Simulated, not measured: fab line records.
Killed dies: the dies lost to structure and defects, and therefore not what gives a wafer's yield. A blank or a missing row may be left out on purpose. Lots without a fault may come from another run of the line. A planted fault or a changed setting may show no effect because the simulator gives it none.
Split-lot study | flow n5 finfet | 7 lots, 39 wafers read, on a route of 1938 steps

## ON THE SPLIT
At N5_DUMMY_GATE_EXPOSE_12 (exposes mask GATE, target cd 25 nm), the setting dose mj was moved away from the recipe's 34 on 12 of the 39 wafers read, by -6.8% to +6.4%. This setting was run at the recipe's value on the other wafers.

## FROM THE SPLIT TO THE READING: what the file shows between them, 10 steps
- N5_DUMMY_GATE_PEB_13: peb time 60 s
- N5_DUMMY_GATE_DEVELOP_14: develop time 30 s
- N5_DUMMY_GATE_CD_MEAS_15: target cd 25.8 nm
- N5_DUMMY_GATE_STRIP_38: strips in N2/H2
- N5_DUMMY_GATE_STRIP_39: strips in N2/H2
- N5_DUMMY_GATE_TRIM_49: chemistry O2, time 29 s, target cd 14 nm
- N5_DUMMY_GATE_STRIP_40: strips in CF4
- N5_DUMMY_GATE_CD_MEAS_50: target cd 14 nm
- N5_DUMMY_GATE_ETCH_32: etches SiO2 in CF4, target depth 3.5 nm, time 3.9 s (also split here: time s)
- N5_DUMMY_GATE_ETCH_44: etches poly-Si in HBr/O2, stops on SiO2, target depth 127.5 nm (also split here: target depth a)

## THE READING
Shown in nm: cd nm at N5_DUMMY_GATE_CD_MEAS_24, with target cd 15 nm. On this fab line, fault-free wafers typically give 15.1 nm with a standard deviation of 0.39 nm.

wafer  | tool, chamber at the split | dose mj as run | against the recipe | cd nm, nm | against lot-mates on the recipe
L075.1 | euv scanner-01, 0          | 32.1           | -5.6%              | 16.8      | +1.6
L075.2 | euv scanner-01, 0          | 32.1           | -5.6%              | 16.6      | +1.4
L075.3 | euv scanner-01, 0          | 34             | recipe             | 15.4      | -
L075.4 | euv scanner-01, 0          | 34             | recipe             | 15.1      | -
L075.5 | euv scanner-01, 0          | 32.1           | -5.6%              | 16.9      | +1.7
L075.6 | euv scanner-01, 0          | 34             | recipe             | 15.2      | -
L076.1 | euv scanner-01, 0          | 34             | recipe             | 15.7      | -
L076.2 | euv scanner-01, 0          | 36.16          | +6.4%              | 14.1      | -1.5
L076.3 | euv scanner-01, 0          | 36.16          | +6.4%              | 14.0      | -1.6
L076.4 | euv scanner-01, 0          | 34             | recipe             | 15.7      | -
L076.5 | euv scanner-01, 0          | 34             | recipe             | 15.5      | -
L076.6 | euv scanner-01, 0          | 36.16          | +6.4%              | 13.9      | -1.7
L077.1 | euv scanner-01, 0          | 34             | recipe             | 14.7      | -
L077.5 | euv scanner-01, 0          | 34             | recipe             | 14.8      | -
L077.6 | euv scanner-01, 0          | 34             | recipe             | 14.8      | -
L079.1 | euv scanner-01, 0          | 31.7           | -6.8%              | 15.7      | +1.0
L079.2 | euv scanner-01, 0          | 34             | recipe             | 14.7      | -
L079.3 | euv scanner-01, 0          | 34             | recipe             | 14.8      | -
L079.4 | euv scanner-01, 0          | 31.7           | -6.8%              | 16.7      | +2.0
L079.5 | euv scanner-01, 0          | 34             | recipe             | 14.7      | -
L079.6 | euv scanner-01, 0          | 31.7           | -6.8%              | 16.2      | +1.5
L081.1 | euv scanner-02, 0          | 34             | recipe             | 15.8      | -
L081.2 | euv scanner-02, 0          | 34             | recipe             | 15.0      | -
L081.3 | euv scanner-02, 0          | 34             | recipe             | 15.1      | -
L081.4 | euv scanner-02, 0          | 34             | recipe             | 15.5      | -
L081.5 | euv scanner-02, 0          | 34             | recipe             | 15.5      | -
L081.6 | euv scanner-02, 0          | 34             | recipe             | 15.1      | -
L088.1 | euv scanner-02, 0          | 34             | recipe             | 15.0      | -
L088.2 | euv scanner-02, 0          | 34             | recipe             | 14.8      | -
L088.3 | euv scanner-02, 0          | 34             | recipe             | 15.0      | -
L088.4 | euv scanner-02, 0          | 34             | recipe             | 14.4      | -
L088.5 | euv scanner-02, 0          | 34             | recipe             | 14.8      | -
L088.6 | euv scanner-02, 0          | 34             | recipe             | 14.4      | -
L094.1 | euv scanner-02, 0          | 34             | recipe             | 15.5      | -
L094.2 | euv scanner-02, 0          | 34             | recipe             | 15.1      | -
L094.3 | euv scanner-02, 0          | 35.39          | +4.1%              | 14.4      | -0.8
L094.4 | euv scanner-02, 0          | 35.39          | +4.1%              | 13.8      | -1.4
L094.5 | euv scanner-02, 0          | 35.39          | +4.1%              | 14.3      | -0.9
L094.6 | euv scanner-02, 0          | 34             | recipe             | 15.0      | -

THE FIT
A straight line over all 39 wafers: cd nm changes by -0.205 nm for each +1% of dose mj; r = -0.86; the points scatter about the line by 0.4 nm.
The same after taking each lot's own level away (the mean of its wafers on the recipe; 39 wafers): -0.247 nm for each +1%; r = -0.96; scatter 0.24 nm.
That fit puts the effect of the largest move of dose mj on the reading at 1.7 nm.
From 14.73 to 15.63 nm: that is the span of the lots' own levels, equal to 2.3 times the standard deviation above.
So the lot-to-lot level changes the slope: the two fits differ.
Check: +1.77 nm against its lot-mates is what the line predicts for one of the wafers moved furthest among these (-6.8%) when that wafer is left out of the fit. Against them it came out at +0.967 nm.

## FURTHER SPLITS ON THESE WAFERS
Other splits were also applied to these wafers ahead of the reading. Each is held against what the fit with the lots' levels taken away leaves over:
other split on the same wafers       | wafers away from the commonest value | r with cd nm (lot level and that fit taken away)
N5_FIN_SAQP_HM_DEP_72 time s         | 12                                   | +0.17
N5_DUMMY_GATE_ETCH_32 time s         | 15                                   | -0.08
N5_DUMMY_GATE_ETCH_44 target depth a | 15                                   | -0.15

## THE WHOLE CHAIN: every reading that the file lists as answering this split, in the file's order
step                     | what it does                                                   | reading                                                           | change (the file's fit)               | r (the file's)
N5_DUMMY_GATE_CD_MEAS_15 | target cd 25.8 nm                                              | cd nm                                                             | -0.198 nm for each +1% of the setting | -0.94
N5_DUMMY_GATE_TRIM_49    | chemistry O2, time 29 s, target cd 14 nm                       | DUMMY_GATE.cd nm (the simulator's own value, which no gauge read) | -0.214 nm for each +1% of the setting | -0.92
N5_DUMMY_GATE_CD_MEAS_50 | target cd 14 nm                                                | cd nm                                                             | -0.209 nm for each +1% of the setting | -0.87
N5_DUMMY_GATE_ETCH_44    | etches poly-Si in HBr/O2, stops on SiO2, target depth 127.5 nm | DUMMY_GATE.cd nm (the simulator's own value, which no gauge read) | -0.238 nm for each +1% of the setting | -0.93
N5_DUMMY_GATE_CD_MEAS_24 | target cd 15 nm                                                | cd nm                                                             | -0.248 nm for each +1% of the setting | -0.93

## FILE'S OWN FIT
cd nm changes by -0.248 nm for each +1% of dose mj, r = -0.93.
